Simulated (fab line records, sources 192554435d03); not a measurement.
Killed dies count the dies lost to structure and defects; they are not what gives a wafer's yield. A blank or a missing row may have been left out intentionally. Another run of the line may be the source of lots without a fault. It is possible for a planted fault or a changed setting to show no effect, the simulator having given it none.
Split-lot trial -- flow n5-finfet -- 21 wafers read from 7 lots, route of 1938 steps

## SPLIT DETAILS
At N5_HKMG_FIN_COAT_43 (resist thk 90 nm), the setting spin-rpm was moved away from the recipe's 1500 rpm on 9 of the 21 wafers read, by -6.9% to +10.2%. For the rest of the wafers, this setting stayed at what the recipe calls for.

## FROM THE SPLIT TO THE READING: what the file shows between them, 5 steps
- N5_HKMG_FIN_EXPOSE_46: exposes mask NDIPOLE (also split here: dose-mj)
- N5_HKMG_FIN_PEB_47: peb time 60 s
- N5_HKMG_FIN_DEVELOP_48: develop time 30 s
- N5_HKMG_FIN_CD_MEAS_49: target cd 202 nm
- N5_HKMG_FIN_DESCUM_53: chemistry O2, time 7.9 s

## THE READING
CAR-ArF_of_HKMG_FIN_COAT_43.thk-nm (the simulator's own value, which no gauge read), in nm, at N5_HKMG_FIN_ETCH_54 (etches SiARC in CF4, target depth 45.5 nm, time 75.8 s). There is no usual value for it anywhere in the file. The 12 wafers here that ran the recipe average 51.0 nm, standard deviation 0.34 nm.

wafer,"tool, chamber at the split","spin-rpm as run, rpm",against the recipe,"CAR-ArF_of_HKMG_FIN_COAT_43.thk-nm, nm",against lot-mates on the recipe
L076.1,"litho-track-04, 0",1653,+10.2%,46.8,-4.2
L076.4,"litho-track-04, 0",1653,+10.2%,46.8,-4.2
L076.5,"litho-track-04, 0",1500,recipe,51,-
L084.1,"litho-track-05, 0",1500,recipe,51.2,-
L084.4,"litho-track-05, 0",1500,recipe,51.2,-
L084.5,"litho-track-05, 0",1500,recipe,50.8,-
L085.1,"litho-track-04, 0",1430,-4.7%,52.8,+1.6
L085.3,"litho-track-04, 0",1430,-4.7%,53.2,+2.0
L085.5,"litho-track-04, 0",1500,recipe,51.2,-
L086.2,"litho-track-03, 0",1599,+6.6%,48,-2.6
L086.4,"litho-track-03, 0",1599,+6.6%,48.4,-2.2
L086.5,"litho-track-03, 0",1500,recipe,50.6,-
L088.1,"litho-track-03, 0",1500,recipe,50.6,-
L088.4,"litho-track-03, 0",1500,recipe,50.4,-
L088.6,"litho-track-03, 0",1564,+4.3%,48.8,-1.7
L089.2,"litho-track-04, 0",1500,recipe,51.2,-
L089.3,"litho-track-04, 0",1500,recipe,51.6,-
L089.6,"litho-track-04, 0",1500,recipe,51.4,-
L091.1,"litho-track-05, 0",1397,-6.9%,54.2,+3.2
L091.4,"litho-track-05, 0",1397,-6.9%,54.4,+3.4
L091.6,"litho-track-05, 0",1500,recipe,51,-

THE FIT
A straight line over all 21 wafers: CAR-ArF_of_HKMG_FIN_COAT_43.thk-nm changes by -0.436 nm for each +1% of spin-rpm; r = -0.99; the points scatter about the line by 0.32 nm.
The same after taking each lot's own level away (the mean of its wafers on the recipe; 21 wafers): -0.416 nm for each +1%; r = -0.99; scatter 0.23 nm.
Per that fit: largest spin-rpm move, reading shift of 4.2 nm.
Across the lots, their own levels run from 50.50 to 51.40 nm, a range of 2.6 times the standard deviation given above.
Hence the lot-to-lot level has little effect on the slope; both slopes agree.
Check: -4.17 nm against its lot-mates is what the line predicts for one of the wafers moved furthest among these (+10.2%) when that wafer is left out of the fit. It came out at -4.2 nm against them.

## OTHER SPLITS APPLIED TO THESE WAFERS
Note: prior to the reading, these wafers also went through further splits. Each is held against what the fit with the lots' levels taken away leaves over:
other split on the same wafers,wafers away from the commonest value,r with CAR-ArF_of_HKMG_FIN_COAT_43.thk-nm (lot level and that fit taken away)
N5_SD_EPI_N_DESCUM_14 time-s,8,+0.03
N5_SDB_EXPOSE_08 dose-mj,8,+0.16
N5_SDB_ETCH_18 time-s,6,-0.23
N5_HKMG_FIN_EXPOSE_46 dose-mj,7,+0.00

## THE WHOLE CHAIN: every reading that the file lists as answering this split, in the file's order
step,what it does,reading,change (the file's fit),r (the file's)
N5_HKMG_FIN_COAT_43,resist thk 90 nm,"CAR-ArF_of_HKMG_FIN_COAT_43.thk-nm (the simulator's own value, which no gauge read)",-0.419 nm for each +1% of the setting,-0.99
N5_HKMG_FIN_ETCH_54,"etches SiARC in CF4, target depth 45.5 nm, time 75.8 s","CAR-ArF_of_HKMG_FIN_COAT_43.thk-nm (the simulator's own value, which no gauge read)",-0.413 nm for each +1% of the setting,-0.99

## THE FILE'S OWN FIT
CAR-ArF_of_HKMG_FIN_COAT_43.thk-nm changes by -0.413 nm for each +1% of spin-rpm, r = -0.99.
